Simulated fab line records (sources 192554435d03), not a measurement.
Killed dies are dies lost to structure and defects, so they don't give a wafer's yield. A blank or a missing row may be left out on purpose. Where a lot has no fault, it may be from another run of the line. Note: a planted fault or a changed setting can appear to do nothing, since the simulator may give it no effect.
Matching of chambers ; flow n5_finfet ; rie_diel-06 running N5_PASSIVATION_DESCUM_12: 4 sister chambers
The step chemistry O2, time 7.9 s. 16 wafers are shown with their chamber, then 7 later ones without.

## WAFERS WITH THEIR CHAMBER
wafer;chamber;showerhead_plenum_p_Torr (Torr);drypump_motor_current_A (A);oes_product_au (a.u.)
L573.1;3;2.04;6.0;0.87
L573.2;0;2.01;5.8;0.76
L573.5;2;2.05;5.9;0.97
L576.1;1;2.22;6.3;0.84
L576.4;2;2.05;5.9;0.93
L576.5;3;2.03;6.0;0.85
L585.1;1;2.21;6.4;0.82
L585.2;0;2.00;5.8;0.74
L585.3;3;2.03;6.0;0.83
L583.1;0;2.00;5.8;0.74
L583.2;2;2.04;5.9;0.91
L583.4;3;2.03;6.0;0.83
L586.2;1;2.21;6.3;0.82
L586.6;0;2.00;5.8;0.73
L588.4;1;2.21;6.3;0.83
L588.5;0;2.00;5.8;0.73

SIGNATURES (means of the wafers above)
reading;chamber 0;chamber 1;chamber 2;chamber 3;scatter within a chamber
showerhead_plenum_p_Torr;2.0020;2.2125;2.0467;2.0325;0.00497
drypump_motor_current_A;5.800;6.325;5.900;6.000;0.025
oes_product_au;0.7400;0.8275;0.9367;0.8450;0.0179
Rule: a wafer lies at a distance from a chamber equal to the root of the sum of squares, over the readings, of (its reading less the chamber's mean, divided by the reading's scatter). If the next closest chamber is less than 2 further off than the closest, the wafer can't be placed; otherwise it belongs to the closest. The scatter is the square root of a quotient: the sum, over the shown wafers, of each reading's squared deviation from its chamber's mean, divided by wafers minus chambers.

## WAFERS WHOSE CHAMBER IS MISSING
wafer;showerhead_plenum_p_Torr (Torr);drypump_motor_current_A (A);oes_product_au (a.u.)
L588.6;2.21;6.4;0.81
L589.1;2.03;6.0;0.83
L589.4;2.00;5.8;0.73
L589.5;2.04;5.9;0.88
L591.2;2.03;6.0;0.82
L591.3;2.00;5.8;0.74
L591.4;2.04;5.9;0.90

## WHICH CHAMBER EACH ONE RAN IN
wafer;from the rows above;in truth
L588.6;1;1
L589.1;3;3
L589.4;0;0
L589.5;can't be placed: 2 or 3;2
L591.2;3;3
L591.3;0;0
L591.4;2;2
Placed correctly: 6 of 7. These rows do not allow placing 1 (true chamber among the candidates in 1). Wrongly placed: 0.
